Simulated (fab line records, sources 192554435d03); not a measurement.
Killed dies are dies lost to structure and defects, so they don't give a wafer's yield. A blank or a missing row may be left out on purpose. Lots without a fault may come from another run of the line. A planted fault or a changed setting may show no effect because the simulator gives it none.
Chamber matching | flow n5_finfet | N5_BEOL_M8_ETCH_61 on rie_diel-06: 4 sister chambers
The step etches SiARC in CF4, target depth 45.5 nm, time 75.8 s. 4 wafers are shown with their chamber, then 9 later ones without.

WAFERS WITH THEIR CHAMBER
wafer  | chamber | oes_product_au (a.u.)
L082.5 | 2       | 0.58
L083.2 | 1       | 0.80
L084.5 | 0       | 0.58
L084.6 | 3       | 0.62

WAFERS WITHOUT THEIR CHAMBER
wafer  | oes_product_au (a.u.)
L088.2 | 0.58
L088.3 | 0.57
L088.4 | 0.79
L093.2 | 0.76
L093.3 | 0.61
L093.4 | 0.77
L097.3 | 0.73
L097.4 | 0.73
L097.5 | 0.82

WHICH CHAMBER EACH WENT THROUGH
wafer  | from the rows above          | in truth
L088.2 | can't be placed: 0 or 2 or 3 | 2
L088.3 | can't be placed: 0 or 2 or 3 | 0
L088.4 | 1                            | 1
L093.2 | 1                            | 1
L093.3 | can't be placed: 3 or 0 or 2 | 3
L093.4 | 1                            | 1
L097.3 | can't be placed: 1 or 3      | 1
L097.4 | can't be placed: 1 or 3      | 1
L097.5 | 1                            | 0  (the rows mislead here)
Placed correctly: 3 of 9. Can't be placed from these rows: 5 (the true chamber is among the candidates in 5). Placed wrongly: 1.
How it was worked out, from the rows above alone: a wafer's distance from a chamber is the root of the sum, over the readings, of the square of ((its reading less the chamber's mean) divided by the reading's scatter). The wafer belongs to the nearest chamber; if the next one is less than 2 further off, it can't be placed. A chamber's mean is the mean of its shown wafers. The scatter: with one shown wafer a chamber, the root of the mean of the squares of how far each hidden wafer lies from its nearest shown one.
